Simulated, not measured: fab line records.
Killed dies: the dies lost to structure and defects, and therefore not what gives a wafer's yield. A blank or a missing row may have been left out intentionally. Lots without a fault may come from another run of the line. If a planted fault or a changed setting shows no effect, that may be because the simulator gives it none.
Struck lot and sound lot, side by side | flow nand-harc | 15 steps out of a route of 1302
Sound: wafers L309.3, L309.4, L309.6. Struck: wafer L317.2 (left out: L317.1, L317.3 of the same lot, which were not struck); the cause appears at the end.
For every step that has rows: the tool of each side, followed by ch and its chambers, followed by its first start. Under that, the readings that differ: sound wafers | struck wafers | difference of the means | sigmas: that difference in standard deviations of wafers without a fault.
alike: a reading whose means differ by less than 2 such deviations, as well as words and numbers matching on both sides. not compared: withheld readings; readings where some wafer has no value; bounds like >300 that might hide an equal value; numbers whose values overlap and for which the record gives no deviation.
Wherever a step has rows on one side only, a row that says differs or no value, or a row with sigmas, the two part there. Numbers that don't overlap but have no deviation are shown without sigmas and don't part them. A reading missing from all wafers of one side parts the sides only when that side holds two or more wafers.

first, 3 steps without rows for these wafers: NHARC_A_CHANNEL_HOLE_D1_STRIP_41 (strips in N2/H2); NHARC_A_CHANNEL_HOLE_D1_STRIP_42 (strips in CF4/CHF3); NHARC_A_CHANNEL_HOLE_D1_STRIP_43 (strips in O2/COS).
NHARC_A_CHANNEL_HOLE_D1_ETCH_44: etches the open film in CF4/O2, target depth 140 nm, overetch 14 nm, time 77 s.
  sound on rie-diel-03 ch 2,3, day 10 01:29; struck on rie-diel-07 ch 2, day 13 08:03
  alike: drypump-motor-current-A, oes_f_703_au, oes-product-au, rf-vpp-V, showerhead-plenum-p-Torr, throttle-valve-pct
  not compared: rf-hours-counter-h
NHARC_A_CHANNEL_HOLE_D1_STRIP_27: strips in O2.
  sound on rie-diel-03 ch 0,1,3; struck on rie-diel-07 ch 3
  reading                     | sound       | struck | difference | sigmas
  drypump-motor-current-A (A) | 6.0 5.5 5.6 | 5.0    | -0.7       | -2
  alike: oes-product-au, rf-vpp-V, showerhead-plenum-p-Torr, throttle-valve-pct
  not compared: rf-hours-counter-h
then, 2 steps without rows for these wafers: NHARC_A_CHANNEL_HOLE_D1_PRECLEAN_28 (cleans in SC1); NHARC_A_CHANNEL_HOLE_D1_SRD_29.
NHARC_A_CHANNEL_HOLE_D1_CD_MEAS_30:
  struck on cd-sem-01, day 13 08:51; sound on cd-sem-02, day 10 02:17
  alike: cd-nm
NHARC_A_CHANNEL_HOLE_D1_XSEM_31:
  sound on xsem-02 ch 0, day 10 02:23; struck on xsem-01 ch 0, day 13 08:56
  reading        | sound          | struck | difference | sigmas
  bot-cd-nm (nm) | 73.3 73.2 72.7 | 76.5   | +3.4       | +2
  alike: bow-nm, tilt-deg
NHARC_A_CHANNEL_HOLE_D1_INSPECT_40:
  struck on defect-inspect-01, day 13 09:02; sound on defect-inspect-02, day 10 02:28
  alike: raw-defect-count
then, 2 steps without rows for these wafers: NHARC_A_CHANNEL_FILL_D1_PRECLEAN_00 (cleans in SC1); NHARC_A_CHANNEL_FILL_D1_SRD_01.
NHARC_A_CHANNEL_FILL_D1_ALD_02: deposits SiO2, target thk 6 nm, pulse time 10 s, ald cycles 60.
  sound on ald-hk-04 ch 1,2,3, day 10 02:40; struck on ald-hk-04 ch 2, day 13 09:16
  reading    | sound    | struck | difference | sigmas
  ald-cycles | 60 60 60 | 71     | +11        |
  alike: heater-power-outer-w, heater-power-w, precursor-pulse-height-rel
  not compared: since-wet-clean-h
NHARC_A_CHANNEL_FILL_D1_ALD_03: deposits SiNx, target thk 6 nm, pulse time 60 s, ald cycles 58.
  sound on ald-sin-batch-02 ch 0; struck on ald-sin-batch-01 ch 0
  alike: precursor-pulse-height-rel
  not compared: ald-cycles
NHARC_END_SORT_01:
  the record has rows for the sound wafers here (prober-02 ch 0, day 25 16:36) and none for the struck ones

## WHERE THEY PART
Last at NHARC_END_SORT_01 as far as this record goes, first at NHARC_A_CHANNEL_HOLE_D1_STRIP_27.

WHY: what had been put in by the simulator
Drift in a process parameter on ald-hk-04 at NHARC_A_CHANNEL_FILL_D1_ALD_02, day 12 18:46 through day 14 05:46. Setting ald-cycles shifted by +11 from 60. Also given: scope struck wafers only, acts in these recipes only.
